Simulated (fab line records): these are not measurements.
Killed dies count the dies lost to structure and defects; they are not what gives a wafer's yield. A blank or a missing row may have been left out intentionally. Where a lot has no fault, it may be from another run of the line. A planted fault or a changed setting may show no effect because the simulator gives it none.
Comparing a struck lot with a sound one ; flow n5-finfet ; 16 steps out of a route of 1938
Sound: the wafers L343.1, L343.3, L343.4. Struck: wafers L338.2, L338.4, L338.5. The cause comes at the end.
Order at every step that has rows: each side's tool, ch and its chambers, its first start. Under that, the readings that differ: sound wafers ; struck wafers ; difference of the means ; sigmas: that difference in standard deviations of wafers without a fault.
alike: readings with means less than 2 such deviations apart, plus words and numbers identical on both sides. not compared: withheld readings, readings lacking a value on some wafer, bounds such as >300 that could conceal the same value, and numbers that have no deviation in the record and whose values overlap.
Wherever a step has rows on one side only, a row that says differs or no value, or a row with sigmas, the two part there. Numbers that have no deviation but don't overlap get no sigmas and don't part them. A reading that every wafer of one side lacks parts them only if that side has two wafers or more.

first, 12 steps without rows for these wafers: N5_BEOL_M2_DESCUM_33 (chemistry O2, time 7 s); N5_BEOL_M2_ETCH_77 (etches underlayer in N2/H2, target depth 6.5 nm, time 5.2 s); N5_BEOL_M2_ETCH_69 (etches SiARC in CF4, target depth 15.6 nm, time 26 s); N5_BEOL_M2_ALD_98 (deposits SiO2, target thk 2.5 nm, pulse time 1 s, co reactant pulse time 1 s); N5_BEOL_M2_ETCHBACK_99 (etches SiO2 in CHF3, target depth 5 nm, time 10.4 s); N5_BEOL_M2_ETCH_70 (etches SOC in N2/H2, target depth 80 nm, overetch 24 nm, time 130 s); N5_BEOL_M2_STRIP_71 (strips in N2/H2); N5_BEOL_M2_STRIP_78 (strips in N2/H2); N5_BEOL_M2_VIA_ETCH_34 (etches the open film in C4F6/O2, target depth 69.4 nm, time 65.9 s); N5_BEOL_M2_STRIP_83 (strips in C4F6/O2); N5_BEOL_M2_STRIP_36 (strips in N2/H2); N5_BEOL_M2_TRENCH_ETCH_37 (etches SiOC in C4F6/O2, target depth 55.555 nm, time 29.2 s).
N5_BEOL_M2_ETCH_41: etches SiCN in CH3F/O2, target depth 29.9 nm, time 52.5 s.
  sound on rie-diel-03 ch 0,1,3, day 12 16:34; struck on rie-diel-05 ch 0,3, day 11 10:05
  no value came back on the struck wafers for any of 8 readings (CH3F_flow_sccm (sccm), O2_flow_sccm (sccm) and others); on the sound wafers CH3F_flow_sccm (sccm) reads 30.08 30.08 30.03
then, 1 step without rows for these wafers: N5_BEOL_M2_STRIP_97 (strips in N2/H2, time 10 s).
N5_BEOL_M4_RC_MEAS_101:
  the record has rows for the sound wafers here (prober-01 ch 0, day 14 05:29) and none for the struck ones
-- record jumps: 6 days separate the struck wafers' starts on either side; left off in module BEOL_M4, taken up again in module PASSIVATION, whose first shown step is the route's number 1936 --
N5_PASSIVATION_PROBE_49:
  record: rows for the struck wafers here (prober-02, day 17 10:26), none for the sound ones

## WHERE THEY PART
Earliest at N5_BEOL_M2_ETCH_41; latest, in this record, at N5_PASSIVATION_PROBE_49.

WHY: the cause the simulator had injected
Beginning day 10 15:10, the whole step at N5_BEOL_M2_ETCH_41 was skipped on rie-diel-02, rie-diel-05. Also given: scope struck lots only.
